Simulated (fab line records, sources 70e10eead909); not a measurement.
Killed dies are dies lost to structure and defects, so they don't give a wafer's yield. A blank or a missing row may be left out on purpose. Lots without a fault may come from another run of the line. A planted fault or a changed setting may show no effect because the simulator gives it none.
Chamber matching | flow nand_harc | NHARC_P_CONTACT_CMP_24 on cmp-02: 4 sister chambers
The step polishes, t overpolish 30 s, target thk 200 nm. 22 wafers are shown with their chamber, then 11 later ones without.

WAFERS WITH THEIR CHAMBER
wafer  | chamber | motor_current_A (A) | time_to_endpoint_s (s) | overpolish_run_s (s)
L074.2 | 2       | 11.6                | 45                     | 29.990
L074.3 | 3       | 9.6                 | 39                     | 30.002
L074.4 | 0       | 10.0                | 44                     | 30.006
L075.2 | 1       | 13.2                | 45                     | 30.008
L075.3 | 0       | 9.5                 | 40                     | 30.005
L075.5 | 1       | 13.8                | 45                     | 30.007
L079.2 | 2       | 11.9                | 41                     | 30.008
L079.4 | 1       | 13.8                | 39                     | 29.999
L079.5 | 0       | 9.6                 | 39                     | 29.987
L080.3 | 3       | 10.9                | 38                     | 29.988
L080.4 | 0       | 10.0                | 38                     | 30.001
L080.6 | 3       | 9.6                 | 39                     | 29.992
L080.1 | 1       | 13.8                | 40                     | 30.009
L080.2 | 2       | 12.2                | 40                     | 30.001
L080.5 | 0       | 9.9                 | 39                     | 30.002
L081.4 | 2       | 12.4                | 41                     | 30.013
L081.5 | 2       | 12.3                | 40                     | 30.006
L081.6 | 3       | 9.9                 | 35                     | 30.001
L083.3 | 2       | 11.9                | 43                     | 30.028
L083.4 | 1       | 14.6                | 43                     | 30.016
L083.5 | 3       | 10.8                | 35                     | 30.008
L083.1 | 3       | 10.5                | 36                     | 29.999

SIGNATURES (means of the wafers above)
reading            | chamber 0 | chamber 1 | chamber 2 | chamber 3 | scatter within a chamber
motor_current_A    | 9.800     | 13.840    | 12.050    | 10.217    | 0.436
time_to_endpoint_s | 40.00     | 42.40     | 41.67     | 37.00     | 2.24
overpolish_run_s   | 30.00020  | 30.00780  | 30.00767  | 29.99833  | 0.00896
Rule: a wafer's distance from a chamber is the root of the sum, over the readings, of the square of ((its reading less the chamber's mean) divided by the reading's scatter). The wafer belongs to the nearest chamber; if the next one is less than 2 further off, it can't be placed. The scatter: the root of (the sum of the squares of (reading less its chamber's mean) over the shown wafers, divided by (wafers less chambers)).

WAFERS WITHOUT THEIR CHAMBER
wafer  | motor_current_A (A) | time_to_endpoint_s (s) | overpolish_run_s (s)
L083.2 | 9.9                 | 40                     | 29.995
L083.6 | 12.3                | 40                     | 29.998
L088.1 | 13.6                | 43                     | 29.992
L088.3 | 12.4                | 43                     | 30.004
L088.4 | 9.9                 | 39                     | 29.996
L090.1 | 12.5                | 45                     | 30.002
L090.3 | 9.7                 | 42                     | 30.002
L090.4 | 13.0                | 44                     | 29.983
L093.1 | 9.5                 | 41                     | 29.997
L093.3 | 13.7                | 42                     | 29.997
L093.5 | 12.1                | 43                     | 29.991

WHICH CHAMBER EACH WENT THROUGH
wafer  | from the rows above     | in truth
L083.2 | can't be placed: 0 or 3 | 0
L083.6 | 2                       | 2
L088.1 | 1                       | 1
L088.3 | 2                       | 2
L088.4 | can't be placed: 0 or 3 | 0
L090.1 | can't be placed: 2 or 1 | 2
L090.3 | can't be placed: 0 or 3 | 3
L090.4 | can't be placed: 1 or 2 | 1
L093.1 | can't be placed: 0 or 3 | 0
L093.3 | 1                       | 1
L093.5 | 2                       | 2
Placed correctly: 5 of 11. Can't be placed from these rows: 6 (the true chamber is among the candidates in 6). Placed wrongly: 0.
